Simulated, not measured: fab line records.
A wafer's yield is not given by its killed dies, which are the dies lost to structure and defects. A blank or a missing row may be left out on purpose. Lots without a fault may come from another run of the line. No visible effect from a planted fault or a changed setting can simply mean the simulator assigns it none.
Which of the tools did it? | flow nandHarc | 13 lots, 39 wafers sampled, at 5 steps of a route of 1302

WHAT THE GAUGES SHOWED, per wafer
NHARC_END_SORT_01. Usual: killedAtArray 55, standard deviation 17; killedAtOther 1.1, standard deviation 1.4; killedAtPeriphery 3.9, standard deviation 3; killedDies 59, standard deviation 17; killedOpen 3.5, standard deviation 2; killedShort 2.6, standard deviation 1.6.
lot  | measured     | on        | killedAtArray | killedAtOther | killedAtPeriphery | killedDies | killedOpen | killedShort | flag
L735 | day 29 11:46 | prober-02 | 66 65 672     | 1 1 2         | 3 6 3             | 70 72 677  | 2 6 5      | 4 4 4       | OFF

WHICH TOOL RAN EACH LOT (tool, then ch and the chambers of the sampled wafers, then the start)
lot  | NHARC_A_SLIT_DEP_00          | NHARC_A_WL_FILL_CVD_03       | NHARC_A_WL_FILL_ETCHBACK_26     | NHARC_A_WL_FILL_CVD_20
L723 | aclDep-02 ch 0, day 19 18:53 | cvdW-02 ch 0,1, day 20 13:40 | rieSi-03 ch 1,3, day 21 11:52   | cvdW-02 ch 0,1, no start
L724 | aclDep-02 ch 0, day 20 04:49 | cvdW-02 ch 1, day 20 21:53   | rieSi-01 ch 0,1,3, day 21 14:07 | cvdW-01 ch 0,1, no start
L725 | aclDep-03 ch 0, day 20 21:17 | cvdW-02 ch 0,1, day 21 15:21 | rieSi-03 ch 1,2,3, day 22 07:28 | cvdW-01 ch 0,1, no start
L726 | aclDep-01 ch 0, day 20 21:30 | cvdW-01 ch 0,1, day 21 15:28 | rieSi-05 ch 2,3, day 22 07:29   | cvdW-02 ch 0,1, no start
L728 | aclDep-01 ch 0, day 21 08:31 | cvdW-02 ch 0,1, day 22 03:37 | rieSi-03 ch 2,3, day 22 21:16   | cvdW-02 ch 0, no start
L727 | aclDep-02 ch 0, day 21 08:51 | cvdW-01 ch 1, day 22 03:32   | rieSi-01 ch 0,1,2, day 22 21:17 | cvdW-01 ch 0,1, no start
L729 | aclDep-02 ch 0, day 22 16:57 | cvdW-01 ch 0,1, day 23 11:33 | rieSi-05 ch 0,2,3, day 24 03:34 | cvdW-02 ch 0,1, no start
L730 | aclDep-03 ch 0, day 22 17:45 | cvdW-02 ch 0,1, day 23 11:30 | rieSi-03 ch 1,2,3, day 24 03:34 | cvdW-02 ch 0,1, no start
L735 | aclDep-01 ch 0, day 24 16:01 | cvdW-02 ch 0,1, day 25 09:33 | rieSi-05 ch 0,2,3, day 26 04:05 | cvdW-02 ch 0,1, day 29 11:46 or earlier
L743 | aclDep-02 ch 0, day 27 16:04 | cvdW-02 ch 0,1, day 28 10:30 | rieSi-03 ch 0,1,3, day 29 04:17 | cvdW-01 ch 0,1, no start
L744 | aclDep-03 ch 0, day 28 09:29 | cvdW-01 ch 0,1, day 29 07:22 | rieSi-05 ch 0,2,3, day 29 23:28 | cvdW-02 ch 0,1, no start
L746 | aclDep-01 ch 0, day 28 23:19 | cvdW-02 ch 0,1, day 29 18:04 | rieSi-05 ch 1,2,3, day 30 11:27 | cvdW-02 ch 0,1, no start
L745 | aclDep-02 ch 0, day 29 00:36 | cvdW-01 ch 1, day 29 17:54   | rieSi-01 ch 0,1,2, day 30 11:26 | cvdW-01 ch 0,1, no start
- NHARC_A_SLIT_DEP_00: deposits aC, target thk 6200 nm.
- NHARC_A_WL_FILL_CVD_03: deposits W, target thk 40 nm, time 279 s.
- NHARC_A_WL_FILL_ETCHBACK_26: etches the open film in HBr, target depth 52 nm, time 13.3 s.
- NHARC_A_WL_FILL_CVD_20: deposits W, target thk 100 nm, time 74 s.

WHAT THE TOOLS THEMSELVES READ (means of the sampled wafers that have a number; where no wafer has one, the mark that the record gives instead)
NHARC_A_SLIT_DEP_00. Usual: 35.000 % for throttleValvePct, sd 0.0092.
lot  | tool      | throttleValvePct (%) | flag
L723 | aclDep-02 | 34.993               | 
L724 | aclDep-02 | 35.005               | 
L725 | aclDep-03 | 34.997               | 
L726 | aclDep-01 | 35.000               | 
L728 | aclDep-01 | 35.003               | 
L727 | aclDep-02 | 35.002               | 
L729 | aclDep-02 | 35.006               | 
L730 | aclDep-03 | 34.996               | 
L735 | aclDep-01 | 34.983               | 
L743 | aclDep-02 | 35.001               | 
L744 | aclDep-03 | 35.000               | 
L746 | aclDep-01 | 34.997               | 
L745 | aclDep-02 | 34.995               | 

NHARC_A_WL_FILL_CVD_03. Usual: heaterPowerW 430 W, standard deviation 16; throttleValvePct 7.9 %, standard deviation 0.32.
lot  | tool    | heaterPowerW (W) | throttleValvePct (%) | flag
L723 | cvdW-02 | 414              | 7.6                  | 
L724 | cvdW-02 | 415              | 7.6                  | 
L725 | cvdW-02 | 413              | 7.7                  | 
L726 | cvdW-01 | 440              | 8.0                  | 
L728 | cvdW-02 | 420              | 7.4                  | 
L727 | cvdW-01 | 458              | 8.2                  | 
L729 | cvdW-01 | 446              | 8.1                  | 
L730 | cvdW-02 | 412              | 7.6                  | 
L735 | cvdW-02 | 416              | 7.9                  | 
L743 | cvdW-02 | 442              | 7.7                  | 
L744 | cvdW-01 | 445              | 8.3                  | 
L746 | cvdW-02 | 434              | 7.6                  | 
L745 | cvdW-01 | 447              | 8.2                  | 

NHARC_A_WL_FILL_ETCHBACK_26. Usual: drypumpMotorCurrentA 5.8 A, standard deviation 0.32; oesProductAu 1.000 a.u., standard deviation 0.0063; runLengthS 34.53 s, standard deviation 0.27; throttleValvePct 23.265 %, standard deviation 0.0084.
lot  | tool     | drypumpMotorCurrentA (A) | oesProductAu (a.u.) | runLengthS (s) | throttleValvePct (%) | flag
L723 | rieSi-03 | 5.6                      | 0.995               | 34.73          | 23.272               | 
L724 | rieSi-01 | 5.8                      | 0.994               | 34.46          | 23.265               | 
L725 | rieSi-03 | 5.6                      | 1.000               | 34.60          | 23.265               | 
L726 | rieSi-05 | 6.0                      | 1.000               | 34.51          | 23.270               | 
L728 | rieSi-03 | 5.8                      | 1.005               | 34.55          | 23.261               | 
L727 | rieSi-01 | 5.6                      | 0.997               | 34.41          | 23.264               | 
L729 | rieSi-05 | 6.0                      | 1.002               | 34.51          | 23.261               | 
L730 | rieSi-03 | 5.6                      | 0.997               | 34.68          | 23.256               | 
L735 | rieSi-05 | 6.0                      | 1.006               | 32.07          | 23.258               | OFF
L743 | rieSi-03 | 5.8                      | 0.994               | 34.70          | 23.264               | 
L744 | rieSi-05 | 6.0                      | 0.999               | 34.72          | 23.262               | 
L746 | rieSi-05 | 5.8                      | 1.010               | 34.39          | 23.268               | 
L745 | rieSi-01 | 5.5                      | 0.991               | 34.38          | 23.262               | 

NHARC_A_WL_FILL_CVD_20. Usual: heaterPowerW 769 W, standard deviation 28; throttleValvePct 7.9 %, standard deviation 0.31.
lot  | tool    | heaterPowerW (W) | throttleValvePct (%) | flag
L723 | cvdW-02 | 732              | 7.7                  | 
L724 | cvdW-01 | 803              | 8.0                  | 
L725 | cvdW-01 | 797              | 8.2                  | 
L726 | cvdW-02 | 752              | 7.7                  | 
L728 | cvdW-02 | 734              | 7.6                  | 
L727 | cvdW-01 | 800              | 8.3                  | 
L729 | cvdW-02 | 733              | 7.7                  | 
L730 | cvdW-02 | 736              | 7.7                  | 
L735 | cvdW-02 | 741              | 7.8                  | 
L743 | cvdW-01 | 787              | 8.2                  | 
L744 | cvdW-02 | 789              | 7.6                  | 
L746 | cvdW-02 | 762              | 7.7                  | 
L745 | cvdW-01 | 796              | 8.2                  | 

THE ANSWER, worked out from the rows above alone
Rule: lot off if the mean of its wafers having a number is beyond 3 standard deviations from the usual mean. A lot without any number at a reading at which 4 lots or more have one is off too. Any other lot the step has rows for is counted as sound. After the gauges, taken in route order, come the tools' own readings; for these a lot's mean is taken, as printed above. The first step at which some lot is off is used, and at that step the reading that is off furthest; a lot without a number counts as furthest.
Off, at NHARC_END_SORT_01 on killedDies: L735. Neither off nor sound, because the step has no rows for them: L723, L724, L725, L726, L728, L727, L729, L730, L743, L744, L746, L745.
A tool fits if, at a process step before that reading, it ran every lot that is off, and no sound lot after the first of them. Not tried: the gauges at NHARC_END_SORT_01; whatever is off there is also off at NHARC_A_WL_FILL_ETCHBACK_26, on other tools, and gauge error can't account for it. Because NHARC_A_WL_FILL_CVD_20 lacks a start for some lots, the hours and order of its lots are taken from NHARC_END_SORT_01. Can't be told from this: 3 tools fit, aclDep-01 at NHARC_A_SLIT_DEP_00, cvdW-02 at NHARC_A_WL_FILL_CVD_03 and NHARC_A_WL_FILL_CVD_20, rieSi-05 at NHARC_A_WL_FILL_ETCHBACK_26.

WHAT THE SIMULATOR HAD PUT IN
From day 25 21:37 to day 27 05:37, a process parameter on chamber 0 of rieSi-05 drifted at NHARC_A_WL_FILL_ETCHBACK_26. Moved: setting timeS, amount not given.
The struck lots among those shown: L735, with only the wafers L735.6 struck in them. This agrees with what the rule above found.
